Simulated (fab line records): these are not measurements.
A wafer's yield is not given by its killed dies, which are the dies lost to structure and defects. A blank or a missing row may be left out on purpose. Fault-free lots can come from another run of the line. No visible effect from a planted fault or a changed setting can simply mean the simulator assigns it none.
The tool behind it: which one? + flow nand_harc + Sampling: 24 lots, 72 wafers, 3 of 1302 route steps

## WHAT THE GAUGES SHOWED, per wafer
NHARC_A_CONTACT_OVL_MEAS_70. Usual: overlay_x_nm 0.0 nm, standard deviation 0.86; overlay_y_nm 0.0 nm, standard deviation 0.85.
| lot  | measured     | on         | overlay_x_nm (nm) | overlay_y_nm (nm) | flag |
|------|--------------|------------|-------------------|-------------------|------|
| L074 | day 22 05:05 | overlay-01 | 0.1 0.0 -0.6      | 0.5 0.3 -0.2      |      |
| L075 | day 22 06:38 | overlay-01 | 0.3 0.9 0.6       | -1.4 -1.6 -1.3    |      |
| L076 | day 22 19:46 | overlay-02 | 1.1 0.5 1.0       | -0.4 0.1 0.6      |      |
| L077 | day 23 04:52 | overlay-01 | 0.1 -1.0 -0.2     | -0.7 -0.3 -0.2    |      |
| L078 | day 23 01:47 | overlay-02 | 1.1 1.2 1.1       | 0.7 0.0 0.2       |      |
| L079 | day 23 19:47 | overlay-01 | 1.4 1.1 1.4       | 1.2 1.4 1.1       |      |
| L080 | day 24 09:37 | overlay-01 | 0.0 -0.4 -0.1     | -0.6 -0.4 -0.6    |      |
| L082 | day 25 04:07 | overlay-01 | -0.2 -0.3 -1.0    | -1.9 -2.1 -1.6    |      |
| L081 | day 25 04:58 | overlay-02 | 1.1 1.0 0.6       | 0.8 1.0 0.3       |      |
| L083 | day 25 16:58 | overlay-01 | -0.9 -1.4 -1.2    | -0.1 0.7 0.1      |      |
| L084 | day 26 01:53 | overlay-01 | -0.8 -0.5 -0.6    | 0.2 0.1 -0.1      |      |
| L085 | day 26 04:32 | overlay-01 | 0.4 -0.2 -0.1     | 0.4 0.5 0.6       |      |
| L086 | day 27 00:17 | overlay-02 | -0.5 -0.7 -1.5    | -0.2 -0.4 -0.6    |      |
| L088 | day 27 23:26 | overlay-01 | -0.9 -0.8 -0.4    | 0.1 -1.6 -1.0     |      |
| L087 | day 28 00:05 | overlay-02 | 0.1 0.4 0.3       | 0.8 0.3 0.5       |      |
| L089 | day 28 03:09 | overlay-02 | -0.9 -0.7 -0.9    | -1.7 -1.1 -1.4    |      |
| L090 | day 28 14:19 | overlay-02 | -0.5 -1.1 -0.2    | 0.1 0.8 -0.3      |      |
| L091 | day 29 04:44 | overlay-01 | 1.6 0.7 1.2       | 0.9 0.8 1.6       |      |
| L092 | day 29 16:49 | overlay-02 | -0.1 -0.3 0.1     | -0.1 0.2 0.0      |      |
| L094 | day 29 18:52 | overlay-02 | -1.2 -1.1 -1.6    | -0.7 -0.6 -0.4    |      |
| L093 | day 29 22:40 | overlay-01 | 1.5 0.5 0.7       | 1.3 1.5 1.1       |      |
| L096 | day 30 20:25 | overlay-02 | 0.9 0.8 1.4       | -1.2 -1.2 -0.3    |      |
| L095 | day 30 20:46 | overlay-02 | -0.9 -1.0 -0.9    | 0.8 1.2 0.5       |      |
| L097 | day 31 23:22 | overlay-02 | 0.1 0.8 0.0       | -0.4 -0.4 0.1     |      |

## WHICH TOOL RAN EACH LOT (tool, then ch and the chambers of the sampled wafers, then the start)
| lot  | NHARC_A_CONTACT_ETCH_119             | NHARC_A_CONTACT_STRIP_55                      |
|------|--------------------------------------|-----------------------------------------------|
| L074 | har_cap_etch-02 ch 0,1, day 21 21:59 | rie_diel-02 ch 0,1, day 22 05:05 or earlier   |
| L075 | har_cap_etch-03 ch 1, day 21 23:42   | rie_diel-02 ch 1,3, day 22 06:38 or earlier   |
| L076 | har_cap_etch-01 ch 0,1, day 22 12:46 | rie_diel-05 ch 1,2,3, day 22 19:46 or earlier |
| L077 | har_cap_etch-01 ch 0,1, day 22 18:22 | rie_diel-02 ch 0,1,3, day 23 04:52 or earlier |
| L078 | har_cap_etch-02 ch 0,1, day 22 18:48 | rie_diel-09 ch 0,2,3, day 23 01:47 or earlier |
| L079 | har_cap_etch-01 ch 0,1, day 23 12:56 | rie_diel-05 ch 1,2,3, day 23 19:47 or earlier |
| L080 | har_cap_etch-01 ch 0,1, day 23 23:48 | rie_diel-02 ch 0,1,2, day 24 09:37 or earlier |
| L082 | har_cap_etch-01 ch 0,1, day 24 21:16 | rie_diel-05 ch 2,3, day 25 04:07 or earlier   |
| L081 | har_cap_etch-03 ch 0,1, day 24 22:05 | rie_diel-09 ch 0,2,3, day 25 04:58 or earlier |
| L083 | har_cap_etch-03 ch 0,1, day 25 10:10 | rie_diel-02 ch 1,2, day 25 16:58 or earlier   |
| L084 | har_cap_etch-03 ch 0,1, day 25 17:58 | rie_diel-02 ch 0,1, day 26 01:53 or earlier   |
| L085 | har_cap_etch-01 ch 0,1, day 25 21:23 | rie_diel-02 ch 0,1,3, day 26 04:32 or earlier |
| L086 | har_cap_etch-02 ch 0,1, day 26 15:46 | rie_diel-02 ch 0,1, day 27 00:17 or earlier   |
| L088 | har_cap_etch-02 ch 0,1, day 27 12:58 | rie_diel-09 ch 0,1,3, day 27 23:26 or earlier |
| L087 | har_cap_etch-03 ch 0,1, day 27 13:12 | rie_diel-05 ch 0,1, day 28 00:05 or earlier   |
| L089 | har_cap_etch-01 ch 0,1, day 27 19:12 | rie_diel-02 ch 0,1,2, day 28 03:09 or earlier |
| L090 | har_cap_etch-02 ch 0,1, day 28 07:34 | rie_diel-05 ch 0,3, day 28 14:19 or earlier   |
| L091 | har_cap_etch-01 ch 0,1, day 28 20:21 | rie_diel-02 ch 1,2, day 29 04:44 or earlier   |
| L092 | har_cap_etch-01 ch 0,1, day 29 09:56 | rie_diel-09 ch 0,2,3, day 29 16:49 or earlier |
| L094 | har_cap_etch-02 ch 0,1, day 29 12:00 | rie_diel-02 ch 0,1,3, day 29 18:52 or earlier |
| L093 | har_cap_etch-01 ch 0,1, day 29 15:49 | rie_diel-05 ch 1,2, day 29 22:40 or earlier   |
| L096 | har_cap_etch-02 ch 0,1, day 30 13:32 | rie_diel-02 ch 2,3, day 30 20:25 or earlier   |
| L095 | har_cap_etch-03 ch 0,1, day 30 13:55 | rie_diel-09 ch 0,2,3, day 30 20:46 or earlier |
| L097 | har_cap_etch-02 ch 1, day 31 12:03   | rie_diel-02 ch 1,2, day 31 23:22 or earlier   |
- NHARC_A_CONTACT_ETCH_119: etches the open film in C4F8/O2/Ar, time 190 s, target depth 1850 nm.
- NHARC_A_CONTACT_STRIP_55: strips in O2.

## AS READ BY THE TOOLS THEMSELVES (means over the sampled wafers that have a number; for cases with no such wafer, the mark the record gives instead)
NHARC_A_CONTACT_STRIP_55. Usual: drypump_motor_current_A 5.7 A, standard deviation 0.44; oes_product_au 0.998 a.u., standard deviation 0.012; rf_vpp_V 57.6 V, standard deviation 0.81; showerhead_plenum_p_Torr 3.48 Torr, standard deviation 0.16; throttle_valve_pct 17.036 %, standard deviation 0.0089.
| lot  | tool        | drypump_motor_current_A (A) | oes_product_au (a.u.) | rf_vpp_V (V) | showerhead_plenum_p_Torr (Torr) | throttle_valve_pct (%) | flag |
|------|-------------|-----------------------------|-----------------------|--------------|---------------------------------|------------------------|------|
| L074 | rie_diel-02 | 5.3                         | 0.981                 | 57.5         | 3.38                            | 17.033                 |      |
| L075 | rie_diel-02 | 5.8                         | 0.998                 | 58.2         | 3.64                            | 17.040                 |      |
| L076 | rie_diel-05 | 5.8                         | 0.997                 | 57.2         | 3.40                            | 17.041                 |      |
| L077 | rie_diel-02 | 5.5                         | 0.996                 | 57.7         | 3.53                            | 17.046                 |      |
| L078 | rie_diel-09 | 6.0                         | 1.002                 | 58.3         | 3.54                            | 17.034                 |      |
| L079 | rie_diel-05 | 5.8                         | 0.997                 | 57.5         | 3.40                            | 17.031                 |      |
| L080 | rie_diel-02 | 5.5                         | 0.989                 | 57.6         | 3.41                            | 17.044                 |      |
| L082 | rie_diel-05 | 6.2                         | 1.004                 | 57.3         | 3.42                            | 17.034                 |      |
| L081 | rie_diel-09 | 6.0                         | 1.008                 | 57.6         | 3.53                            | 17.034                 |      |
| L083 | rie_diel-02 | 5.5                         | 0.994                 | 57.1         | 3.35                            | 17.045                 |      |
| L084 | rie_diel-02 | 5.2                         | 0.985                 | 57.6         | 3.43                            | 17.033                 |      |
| L085 | rie_diel-02 | 5.5                         | 0.988                 | 58.2         | 3.53                            | 17.043                 |      |
| L086 | rie_diel-02 | 5.2                         | 0.987                 | 58.2         | 3.43                            | 17.030                 |      |
| L088 | rie_diel-09 | 6.0                         | 1.004                 | 57.4         | 3.50                            | 17.024                 |      |
| L087 | rie_diel-05 | 5.3                         | 1.009                 | 57.9         | 3.41                            | 17.041                 |      |
| L089 | rie_diel-02 | 5.5                         | 1.003                 | 57.4         | 3.40                            | 17.041                 |      |
| L090 | rie_diel-05 | 5.4                         | 1.009                 | 57.2         | 3.48                            | 17.043                 |      |
| L091 | rie_diel-02 | 5.7                         | 0.990                 | 57.7         | 3.38                            | 17.034                 |      |
| L092 | rie_diel-09 | 6.0                         | 1.000                 | 58.0         | 3.51                            | 17.040                 |      |
| L094 | rie_diel-02 | 5.5                         | 0.988                 | 57.9         | 3.52                            | 17.034                 |      |
| L093 | rie_diel-05 | 6.3                         | 0.997                 | 56.7         | 3.40                            | 17.035                 |      |
| L096 | rie_diel-02 | 5.9                         | 1.006                 | 57.3         | 3.54                            | 17.037                 |      |
| L095 | rie_diel-09 | 6.0                         | 0.996                 | 56.6         | 3.50                            | 17.032                 |      |
| L097 | rie_diel-02 | 5.5                         | 1.001                 | 57.5         | 3.33                            | 17.036                 |      |

## THE ANSWER, worked out from the rows above alone
Rule: a lot counts as off when the mean over its wafers that have a number is more than 3 standard deviations away from the usual mean. Also off: a lot with no number at a reading for which 4 or more lots have one. Any other lot the step has rows for is counted as sound. The gauges are gone through in route order, then the tools' own readings, and for those a lot's mean is taken as printed above. At the first step where some lot is off, the reading lying furthest off is the one used; lots without a number count as furthest.
Nothing can be told from this: no lot is off at any reading shown.

## WHAT THE SIMULATOR PUT IN
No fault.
